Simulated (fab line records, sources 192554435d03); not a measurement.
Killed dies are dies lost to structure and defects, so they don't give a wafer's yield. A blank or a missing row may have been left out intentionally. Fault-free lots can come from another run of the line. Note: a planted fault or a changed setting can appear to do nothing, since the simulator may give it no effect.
fab line records | flow n5Finfet
record lots=4 | wafers=12 | lastDay=17
route steps=1938 shown BEOL_M0_SAQP@669 BEOL_M4@1111
lots that met no fault: taken from a fault-free run of the same line
startH: the number of hours between the record's first day and the start of the first shown wafer of the lot | waitH: hours since the lot's step before | " the same as in the row above | L1.1+2: a single row standing in for several wafers | - value missing, or start not given | * or withheld: withheld | < > ~ a bound
route shown NAME@n: names a module that has steps shown in the file, with the first one's number in the route | usual: mean/standard deviation taken from wafers without a fault | same: alike in all rows | chamber/n: place in a boat | sites: each site's reading | _std_site: the standard deviation of these | _edge_site: inner sites' mean taken away from outer sites' mean | radiusMm: for every site, how far away it sits from the centre of the wafer | mask NAME#n: copy n | behind: tool/chamber where the wafer was last shaped | hold: cause of the lot's hold/its duration in hours/its outcome | device: names the non-switching transistor (n, p or np) | end of line: tests of these same wafers at the route's end | a step given without rows: its recipe and nothing more | killed: dies lost to structure and defects at the first sort, not the wafer's yield | map: dies across one wafer; x = killed, . = not, _ = none there
set.NAME: the setting the step ran with; set.NAME@STEP: the setting that earlier step ran with | model.NAME: the simulator's own value behind a step, which no gauge read
lots at selected steps of the route; one table per step, one row per wafer
services: when a tool's chamber went out of use (startH, in hours from the record's first day, below 0 if earlier), for how many hours, and the reason
## steps
# step N5_BEOL_M0_SAQP_MANDREL_ETCH_103
# recipe chemistry=HBr/Cl2 | target=a-Si | targetDepthA=450 | btTimeS=10 | stopOn=SiCN | maskMaterial=SiO2 | overEtchFrac=0.8 | timeS=27 | pressureMtorr=10 | icpW=800 | biasW=75 | HBr_flow_sccm=150 | Cl2_flow_sccm=80 | ends=endPoint
# step N5_BEOL_M0_SAQP_RECESS_104
# recipe chemistry=HF/NH3 | target=SiO2 | targetDepthA=180 | afsCycles=3 | tempC=30 | sublimationTempC=180 | sublimationTimeS=60
# step N5_BEOL_M0_SAQP_COAT_105
# recipe resist=SOC | tempC=250 | timeS=60 | spinRpm=1500 | resistThkNm=100
# step N5_BEOL_M0_SAQP_ETCH_106
# recipe chemistry=N2/H2 | target=SOC | targetDepthA=1500 | stopOn=SiNx | ionEnergyEv=100 | biasW=61 | pressureMtorr=30 | sourceW=850 | n2FlowSccm=200 | h2FlowSccm=200
# step N5_BEOL_M0_SAQP_ETCH_107
# recipe chemistry=CH3F/O2 | target=SiNx | targetDepthA=300 | maskMaterial=SOC | pressureMtorr=30 | sourceW=395 | biasW=73 | Ar_flow_sccm=150 | CH3F_flow_sccm=30 | O2_flow_sccm=20 | ionEnergyEv=120
# step N5_BEOL_M0_SAQP_STRIP_108
# recipe chemistry=N2/H2 | powerW=500 | tempC=40 | pressureMtorr=50 | rfFrequencyHz=6e+07 | overashFraction=0.3 | biasPowerW=28 | h2Frac=0.5 | n2FlowSccm=300 | h2FlowSccm=300
# step N5_BEOL_M0_SAQP_RECESS_109
# recipe chemistry=HF/NH3 | target=SiO2 | targetDepthA=30 | afsCycles=1 | tempC=30 | sublimationTempC=180 | sublimationTimeS=60
# step N5_BEOL_M0_SAQP_SPACER2_ALD_26
# recipe material=SiO2 | targetThkA=150 | tempC=300 | aldPrecursorFamily=BDEAS | aldCoReactant=O2-plasma | pulseTimeS=1 | purgeTimeS=2 | coReactantPurgeTimeS=2 | pressureTorr=2
# step N5_BEOL_M0_SAQP_SPACER2_ETCHBACK_27
# recipe chemistry=CHF3/O2 | mode=anisotropicEtchback | target=SiO2 | targetDepthA=225 | timeS=11.25 | pressureMtorr=30 | sourceW=650 | biasW=170 | Ar_flow_sccm=200 | CHF3_flow_sccm=50 | O2_flow_sccm=5 | ionEnergyEv=200
# step N5_BEOL_M0_SAQP_MANDREL2_REMOVE_110
# recipe chemistry=HBr/Cl2/O2 | btTimeS=10 | target=a-Si | stopOn=SiCN | endpoint=OES-SiCl | overEtchFrac=1 | icpW=600 | biasW=30 | HBr_flow_sccm=150 | Cl2_flow_sccm=80 | O2_flow_sccm=5 | pressureMtorr=10
# step N5_BEOL_M0_SAQP_COAT_69
# recipe resist=SOC | tempC=250 | timeS=60 | spinRpm=1500 | resistThkNm=90
# step N5_BEOL_M0_SAQP_COAT_72
# recipe resist=SiARC | tempC=220 | timeS=60 | spinRpm=1500 | resistThkNm=15
# usual spinSpeedRpm=1500.0/0.88
lot.wafer | tool          | chamber | startH | waitH | spinSpeedRpm | model.SiARC_of_BEOL_M0_SAQP_COAT_72.thkNm
L115.1    | lithoTrack-01 | 0       | 123.77 | -     | 1498.2       | 15
L115.2    | "             | 0       | "      | "     | 1499.5       | 15
L115.3    | "             | 0       | "      | "     | 1501.4       | 15
L131.1    | lithoTrack-01 | 0       | 211.97 | -     | 1345.3       | 15.8
L131.4    | "             | 0       | "      | "     | 1344.8       | 15.8
L131.5    | "             | 0       | "      | "     | 1345.6       | 15.8
L132.4    | lithoTrack-01 | 0       | 219.34 | -     | 1344.6       | 15.8
L132.5    | "             | 0       | "      | "     | 1343.3       | 15.8
L132.6    | "             | 0       | "      | "     | 1344.6       | 15.8
L133.1    | lithoTrack-04 | 0       | 223.90 | -     | 1500.1       | 15
L133.2    | "             | 0       | "      | "     | 1499.7       | 15
L133.5    | "             | 0       | "      | "     | 1499.1       | 15
# step N5_BEOL_M0_SAQP_COAT_87
# recipe resist=underlayer | tempC=205 | timeS=60 | spinRpm=1500 | resistThkNm=5
# step N5_BEOL_M0_SAQP_COAT_34
# recipe resist=CAR-EUV | spinRpm=1500 | resistThkNm=30
# step N5_BEOL_M0_SAQP_EBR_36
# recipe solvent=PGMEA | ebrWidthMm=1.5
# step N5_BEOL_M0_SAQP_SOFTBAKE_35
# recipe tempC=110 | timeS=60 | resist=CAR-EUV
# step N5_BEOL_M0_SAQP_EXPOSE_37
# recipe maskId=M0_CUT1 | na=0.33 | sourceShape=annular | sigmaInner=0.35 | sigmaOuter=0.8 | polarization=unpolarized | targetCdNm=30 | doseMj=44.75
# step N5_BEOL_M0_SAQP_PEB_38
# recipe pebTempC=100 | pebTimeS=60 | resist=CAR-EUV
# step N5_BEOL_M0_SAQP_DEVELOP_39
# recipe developTimeS=30 | developer=TMAH | resist=CAR-EUV | rinseLiquid=surfactantRinse | dry=airSpin | devTempC=23
# step N5_BEOL_M0_SAQP_DESCUM_45
# recipe chemistry=O2 | timeS=7 | sourcePowerW=50 | biasPowerW=20 | pressureMtorr=20 | rfFrequencyHz=2.712e+07 | tempC=40 | resist=CAR-EUV | o2FlowSccm=225
# step N5_BEOL_M0_SAQP_ETCH_88
# recipe chemistry=N2/H2 | target=underlayer | targetDepthA=65 | timeS=5.2 | ionEnergyEv=200 | maskMaterial=CAR-EUV | pressureMtorr=30 | sourceW=840 | biasW=150 | n2FlowSccm=200 | h2FlowSccm=200 | ends=cleared
# step N5_BEOL_M0_SAQP_ETCH_73
# recipe chemistry=CF4 | target=SiARC | targetDepthA=195 | maskMaterial=CAR-EUV | timeS=32.5 | ionEnergyEv=80 | pressureMtorr=40 | sourceW=545 | biasW=36 | Ar_flow_sccm=100 | cf4FlowSccm=100 | ends=cleared
# usual drypumpMotorCurrentA=5.7/0.58 | etchRfOnTimeS=32.6/0.9 | oesProductAu=0.68/0.081 | rfVppV=184.0/1.1 | showerheadPlenumPTorr=2.13/0.058 | throttleValvePct=15.56/0.27
lot.wafer | tool       | chamber | startH | waitH | drypumpMotorCurrentA | etchRfOnTimeS | oesProductAu | rfHoursCounterH | rfVppV | showerheadPlenumPTorr | throttleValvePct | model.etch.depthNm
L115.1    | rieDiel-04 | 0       | 124.34 | 0.0   | 5.7                  | 32.4          | 0.59         | 230             | 184.4  | 2.20                  | 16.22            | 15.04
L115.2    | "          | 3       | "      | "     | 6.6                  | 33.1          | 0.63         | 169             | 183.0  | 2.05                  | 15.87            | 15.1
L115.3    | "          | 1       | "      | "     | 6.5                  | 32.9          | 0.67         | 91              | 184.7  | 2.16                  | 15.55            | 15.07
L131.1    | rieDiel-03 | 2       | 212.54 | 0.0   | 5.5                  | 35.5          | 0.58         | 233             | 184.0  | 2.04                  | 15.88            | 15.86
L131.4    | "          | 1       | "      | "     | 5.3                  | 33.6          | 0.64         | 179             | 183.8  | 2.13                  | 15.50            | 15.84
L131.5    | "          | 3       | "      | "     | 6.3                  | 35.6          | 0.60         | -               | 184.8  | 2.22                  | 15.72            | 15.85
L132.4    | rieDiel-03 | 2       | 219.81 | 0.0   | 5.5                  | 36.0          | 0.57         | 236             | 182.5  | 2.04                  | 15.91            | 15.89
L132.5    | "          | 2       | "      | "     | 5.5                  | 36.1          | 0.57         | -               | 181.6  | 2.04                  | 15.90            | 15.85
L132.6    | "          | 1       | "      | "     | 5.3                  | 33.9          | 0.64         | -               | 184.6  | 2.13                  | 15.51            | 15.89
L133.1    | rieDiel-01 | 3       | 224.47 | 0.0   | 6.3                  | 32.8          | 0.72         | 70              | 183.7  | 2.09                  | 15.46            | 14.96
L133.2    | "          | 2       | "      | "     | 6.1                  | 30.7          | 0.80         | 30              | 183.7  | 2.10                  | 15.21            | 14.93
L133.5    | "          | 3       | "      | "     | 6.4                  | 32.8          | 0.72         | -               | 184.2  | 2.09                  | 15.46            | 14.94
# step N5_BEOL_M0_SAQP_CUT_ETCH_46
# recipe chemistry=N2/H2 | target=SOC | targetDepthA=1350 | overetchA=270 | tempC=40 | timeS=202.5 | ionEnergyEv=200 | maskMaterial=SiARC | pressureMtorr=30 | sourceW=840 | biasW=150 | n2FlowSccm=200 | h2FlowSccm=200
# usual drypumpMotorCurrentA=5.7/0.59 | rfVppV=523.5/2 | showerheadPlenumPTorr=2.53/0.069 | throttleValvePct=17.73/0.26
lot.wafer | tool       | chamber | startH | waitH | drypumpMotorCurrentA | rfHoursCounterH | rfVppV | showerheadPlenumPTorr | throttleValvePct | model.SiARC_of_BEOL_M0_SAQP_COAT_72.thkNm
L115.1    | rieDiel-04 | 0       | 124.37 | 0.0   | 5.7                  | 230             | 525.7  | 2.62                  | 18.42            | 5.2
L115.2    | "          | 3       | "      | "     | 6.6                  | 169             | 520.2  | 2.44                  | 18.09            | 5
L115.3    | "          | 1       | "      | "     | 6.5                  | 91              | 524.9  | 2.55                  | 17.77            | 5.2
L131.1    | rieDiel-03 | 2       | 212.57 | 0.0   | 5.5                  | 233             | 519.6  | 2.40                  | 17.98            | 6
L131.4    | "          | 1       | "      | "     | 5.3                  | 180             | 524.4  | 2.53                  | 17.69            | 5.2
L131.5    | "          | 3       | "      | "     | 6.2                  | -               | 524.9  | 2.62                  | 17.68            | 5.8
L132.4    | rieDiel-03 | 2       | 219.84 | 0.0   | 5.5                  | 236             | 519.8  | 2.40                  | 17.97            | 6
L132.5    | "          | 2       | "      | "     | 5.5                  | -               | 519.1  | 2.40                  | 17.99            | 6
L132.6    | "          | 1       | "      | "     | 5.3                  | -               | 522.3  | 2.53                  | 17.70            | 5.4
L133.1    | rieDiel-01 | 3       | 224.50 | 0.0   | 6.4                  | 70              | 520.4  | 2.48                  | 17.66            | 5
L133.2    | "          | 2       | "      | "     | 6.1                  | 30              | 523.1  | 2.50                  | 17.49            | 4.6
L133.5    | "          | 3       | "      | "     | 6.4                  | -               | 521.7  | 2.48                  | 17.66            | 4.8
# step N5_BEOL_M0_SAQP_STRIP_74
# recipe chemistry=N2/H2 | tempC=40 | n2FlowSccm=200 | h2FlowSccm=200 | rfFrequencyHz=6e+07
# step N5_BEOL_M4_RC_MEAS_101
# usual DIBL_N=35.9/1.7 | DIBL_P=36.0/2.2 | IOFF_N=0.16/0.031 | IOFF_P=0.21/0.039 | ION_N=678/13 | ION_P=464/8.8 | SS_N=71.5/0.61 | SS_P=73.2/0.68 | VT_N=249/3.3 | VT_P=-250/3.8
lot.wafer | tool      | chamber | startH | waitH | DIBL_N[mV/V] | DIBL_P[mV/V] | IOFF_N[nA/um] | IOFF_P[nA/um] | ION_N[uA/um] | ION_P[uA/um] | SS_N[mV/dec] | SS_P[mV/dec] | VT_N[mV] | VT_P[mV]
L115.1    | prober-01 | 0       | 175.21 | 0.0   | 36.7         | 36.9         | 0.19          | 0.24          | 687          | 470          | 71.7         | 73.3         | 247      | -247
L115.2    | "         | 0       | "      | "     | 35.6         | 35.2         | 0.17          | 0.21          | 687          | 469          | 71.7         | 73.4         | 245      | -250
L115.3    | "         | 0       | "      | "     | 36.0         | 35.6         | 0.18          | 0.22          | 699          | 477          | 71.8         | 73.3         | 246      | -248
L131.1    | prober-02 | 0       | 265.12 | 0.0   | 36.7         | 38.0         | 0.17          | 0.22          | 680          | 463          | 71.7         | 74.4         | 249      | -252
L131.4    | "         | 0       | "      | "     | 36.1         | 37.2         | 0.16          | 0.21          | 675          | 462          | 71.6         | 74.1         | 251      | -251
L131.5    | "         | 0       | "      | "     | 34.8         | 35.6         | 0.15          | 0.18          | 671          | 461          | 71.7         | 73.1         | 252      | -255
L132.4    | prober-01 | 0       | 272.47 | 0.5   | 34.7         | 34.0         | 0.14          | 0.18          | 667          | 453          | 70.7         | 73.8         | 251      | -252
L132.5    | "         | 0       | "      | "     | 35.6         | 34.1         | 0.14          | 0.18          | 670          | 462          | 70.9         | 73.1         | 251      | -253
L132.6    | "         | 0       | "      | "     | 34.0         | 32.4         | 0.12          | 0.16          | 662          | 450          | 70.1         | 72.2         | 252      | -255
L133.1    | prober-02 | 0       | 281.42 | 0.0   | 36.7         | 37.6         | 0.16          | 0.23          | 668          | 467          | 71.3         | 74.0         | 252      | -248
L133.2    | "         | 0       | "      | "     | 36.7         | 36.5         | 0.15          | 0.20          | 659          | 457          | 71.6         | 73.7         | 253      | -251
L133.5    | "         | 0       | "      | "     | 36.1         | 36.9         | 0.15          | 0.21          | 679          | 471          | 71.5         | 73.1         | 249      | -250
## services
tool          | chamber | startH | hours | kind
rieDiel-01    | 2       | 107.64 | -     | clean
rieDiel-01    | 2       | 107.64 | -     | consumableReplace:focusRing
rieDiel-01    | 2       | 107.64 | 24.5  | scheduledDown
rieDiel-01    | 2       | 107.64 | 24.5  | ventCycle
rieDiel-04    | 1       | 129.49 | 9.0   | repair
rieDiel-04    | 0       | 130.52 | 10.4  | repair
rieDiel-04    | 1       | 139.52 | 4.0   | repair
lithoTrack-04 | -       | 170.56 | -     | consumableReplace:filter
rieDiel-04    | 0       | 197.34 | -     | clean
rieDiel-04    | 0       | 197.34 | -     | consumableReplace:focusRing
rieDiel-04    | 0       | 197.34 | 18.8  | scheduledDown
rieDiel-04    | 0       | 197.34 | 18.8  | ventCycle
rieDiel-04    | 1       | 221.30 | 13.8  | repair
## key
firstSign step=N5_BEOL_M0_SAQP_COAT_72 | reading=spinSpeedRpm | direction=down | sigmas=99+ | usual=* | struck=*
effect step=N5_BEOL_M0_SAQP_ETCH_73 | reading=etchRfOnTimeS | direction=up | sigmas=2.8 | usual=* | struck=* | wafersMoved=5
modelEffect step=N5_BEOL_M0_SAQP_COAT_72 | value=SiARC_of_BEOL_M0_SAQP_COAT_72.thkNm | without=15 | struck=15.8
modelEffect step=N5_BEOL_M0_SAQP_ETCH_73 | value=etch.depthNm | without=15.02 | struck=15.87
modelEffect step=N5_BEOL_M0_SAQP_CUT_ETCH_46 | value=SiARC_of_BEOL_M0_SAQP_COAT_72.thkNm | without=4.9 | struck=5.733
metAt N5_BEOL_M0_SAQP_COAT_72
struckWafers L131.1,L131.4,L131.5,L132.4,L132.5,L132.6
onsetBetween 123.77 211.97
fault kind=processParameterDrift | tool=lithoTrack-01 | chamber=- | onsetH=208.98 | steps=N5_BEOL_M0_SAQP_COAT_72 | channel=spinRpm | offset=* | shape=step | endH=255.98 | actsIn=* | stated=*
